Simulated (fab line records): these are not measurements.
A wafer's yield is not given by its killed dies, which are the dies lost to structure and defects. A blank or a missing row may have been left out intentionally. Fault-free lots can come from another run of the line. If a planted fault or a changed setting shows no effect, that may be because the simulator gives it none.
Matching of chambers | flow nand harc | NHARC_A_BLC_DESCUM_15 on rie diel-01: 4 sister chambers
The step chemistry O2, time 3 s. 8 wafers are shown with their chamber, then 10 later ones without.

WAFERS WITH THEIR CHAMBER
wafer  | chamber | showerhead plenum p Torr (Torr) | drypump motor current A (A)
L078.2 | 3       | 1.94                            | 5.9
L084.1 | 3       | 1.93                            | 6.0
L086.1 | 0       | 1.91                            | 5.1
L086.5 | 1       | 2.05                            | 5.3
L087.1 | 1       | 2.05                            | 5.3
L087.6 | 2       | 2.00                            | 5.6
L089.1 | 0       | 1.91                            | 5.2
L089.4 | 2       | 2.00                            | 5.6

WAFERS MISSING THEIR CHAMBER
wafer  | showerhead plenum p Torr (Torr) | drypump motor current A (A)
L089.5 | 2.05                            | 5.3
L088.1 | 1.93                            | 5.9
L088.5 | 1.93                            | 6.0
L088.6 | 2.00                            | 5.6
L091.1 | 1.93                            | 6.0
L091.3 | 2.05                            | 5.3
L091.5 | 2.00                            | 5.6
L091.2 | 1.91                            | 5.1
L091.4 | 2.00                            | 5.6
L091.6 | 2.05                            | 5.3

WHICH CHAMBER EACH ONE RAN IN
wafer  | from the rows above | in truth
L089.5 | 1                   | 1
L088.1 | 3                   | 3
L088.5 | 3                   | 3
L088.6 | 2                   | 2
L091.1 | 3                   | 3
L091.3 | 1                   | 1
L091.5 | 2                   | 2
L091.2 | 0                   | 0
L091.4 | 2                   | 2
L091.6 | 1                   | 1
Correctly placed: 10 of 10. Left unplaced by these rows: 0. Number placed wrongly: 0.
How it was worked out, from the rows above alone: a wafer's distance from a chamber is the root of the sum, over the readings, of the square of ((its reading less the chamber's mean) divided by the reading's scatter). If the next closest chamber is less than 2 further off than the closest, the wafer can't be placed; otherwise it belongs to the closest. Each chamber's mean is taken over the wafers shown for it. The scatter: the root of (the sum of the squares of (reading less its chamber's mean) over the shown wafers, divided by (wafers less chambers)).
